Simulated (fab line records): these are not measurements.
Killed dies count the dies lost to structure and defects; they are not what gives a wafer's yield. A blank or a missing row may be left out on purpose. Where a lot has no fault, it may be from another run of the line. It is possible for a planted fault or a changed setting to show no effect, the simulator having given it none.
Struck lot and sound lot, side by side :: flow n5_finfet :: 35 out of 1938 route steps
Sound: the wafers L702.2, L702.4, L702.5. Struck: wafer L711.5 (L711.2, L711.3, from the same lot, were not struck and are left out); the cause is given at the end.
At each step with rows: each side's tool, then ch and its chambers, then its first start. Under that, the readings that differ: sound wafers :: struck wafers :: difference of the means :: sigmas: that difference in standard deviations of wafers without a fault.
alike: a reading whose means differ by less than 2 such deviations, as well as words and numbers matching on both sides. not compared: withheld readings; readings where some wafer has no value; bounds like >300 that might hide an equal value; numbers whose values overlap and for which the record gives no deviation.
Wherever a step has rows on one side only, a row that says differs or no value, or a row with sigmas, the two part there. When numbers do not overlap yet have no deviation, they are printed without sigmas and do not part them. Lack of a reading on every wafer of one side parts them only where that side has two or more wafers.

first, 9 steps without rows for these wafers: N5_BEOL_M10_COAT_63 (time 60 s, resist thk 100 nm); N5_BEOL_M10_COAT_64 (time 60 s, resist thk 30 nm); N5_BEOL_M10_COAT_22 (resist thk 90 nm); N5_BEOL_M10_EBR_24; N5_BEOL_M10_SOFTBAKE_23 (time 60 s); N5_BEOL_M10_EXPOSE_25 (exposes mask V9); N5_BEOL_M10_PEB_26 (peb time 60 s); N5_BEOL_M10_DEVELOP_27 (develop time 30 s); N5_BEOL_M10_DESCUM_33 (chemistry O2, time 7.9 s).
N5_BEOL_M10_ETCH_65: etches SiARC in CF4, target depth 39 nm, time 65 s.
  sound on rie_diel-03 ch 1,2,3, day 11 18:50; struck on rie_diel-03 ch 1, day 13 19:04
reading: oes_product_au (a.u.)
sound: 0.59 0.60 0.69
struck: 0.81
difference: +0.18
sigmas: +3
  alike: cf4_flow_sccm, drypump_motor_current_A, etch_rf_on_time_s, rf_vpp_V, showerhead_plenum_p_Torr, throttle_valve_pct
  not compared: rf_hours_counter_h
then, 24 steps without rows for these wafers: N5_BEOL_M10_ETCH_66 (etches SOC in N2/H2, target depth 120 nm, overetch 24 nm, time 180 s); N5_BEOL_M10_STRIP_69 (strips in N2/H2); N5_BEOL_M10_VIA_ETCH_34 (etches SiCOH lowk in C4F6/O2, target depth 184.5 nm, time 69.2 s); N5_BEOL_M10_STRIP_73 (strips in C4F6/O2); N5_BEOL_M10_STRIP_36 (strips in N2/H2); N5_BEOL_M10_TRENCH_ETCH_37 (etches SiCOH lowk in C4F6/O2, target depth 148.83 nm, time 48 s); N5_BEOL_M10_ETCH_41 (etches SiCN in CH3F/O2, target depth 42.6 nm, time 86 s); N5_BEOL_M10_STRIP_77 (strips in N2/H2, time 10 s); N5_BEOL_M10_HM_STRIP_39 (strips TiN in peroxide tin strip, target depth 25 nm, time 158 s); N5_BEOL_M10_SRD_40 (time 30 s); N5_BEOL_M10_PRECLEAN_42 (cleans in residue remover, time 60 s); N5_BEOL_M10_SRD_43 (time 30 s); N5_BEOL_M10_CURE_72 (cures SiCOH lowk, time 120 s); N5_BEOL_M10_DEGAS_44 (time 60 s); N5_BEOL_M10_PRE_CLEAN_45 (time 30 s); N5_BEOL_M10_ALD_74 (deposits TaN, target thk 2 nm, pulse time 2 s, purge time 3 s); N5_BEOL_M10_SURFACE_TREAT_76; N5_BEOL_M10_CVD_75 (deposits Co from CCTBA/H2, target thk 2 nm, time 138.9 s); N5_BEOL_M10_SPUTTER_48 (material Cu, target thk 12 nm, time 2 s); N5_BEOL_M10_ECD_50 (material Cu, target thk 318 nm); N5_BEOL_M10_ANNEAL_51 (time 90 s); N5_BEOL_M10_CMP_52 (polishes, stops on SiCOH lowk, t overpolish 7 s, target thk 140 nm); N5_BEOL_M10_PRE_CLEAN_55 (time 15 s); N5_BEOL_M10_DEP_56 (deposits SiCN from 3MS/NH3, target thk 15 nm, time 26.5 s).
N5_PASSIVATION_PROBE_49:
  sound on prober-01 at day 13 23:19; struck on prober-02 at day 15 16:32
reading: defect_limited_yield (%)
sound: 91.4 88.8 92.1
struck: 83.5
difference: -7.3
sigmas: -5

reading: killed_at_M0_to_M3
sound: 51 53 42
struck: 25
difference: -24
sigmas: -2

reading: killed_at_M4_up
sound: 7 23 10
struck: 121
difference: +108
sigmas: +22

reading: killed_at_contacts
sound: 2 7 7
struck: 18
difference: +13
sigmas: +2

reading: killed_dies
sound: 101 132 93
struck: 195
difference: +86
sigmas: +5

reading: killed_on_rim
sound: 18 18 16
struck: 26
difference: +9
sigmas: +2

reading: sort_bin_5_function (%)
sound: 5.5 6.9 4.1
struck: 10.4
difference: +4.9
sigmas: +5

reading: sort_n_pass
sound: 1079 1048 1087
struck: 985
difference: -86
sigmas: -5

reading: sort_yield_pct (%)
sound: 91.4 88.8 92.1
struck: 83.5
difference: -7.3
sigmas: -5
  alike: killed_at_front_end, killed_at_other, killed_open, killed_short, sort_bin_6_memory

WHERE THEY PART
Earliest at N5_BEOL_M10_ETCH_65; latest, in this record, at N5_PASSIVATION_PROBE_49.

WHY: whatever the simulator had introduced
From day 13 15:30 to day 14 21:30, rie_diel-03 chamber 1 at N5_BEOL_M10_ETCH_65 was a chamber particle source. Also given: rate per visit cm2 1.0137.
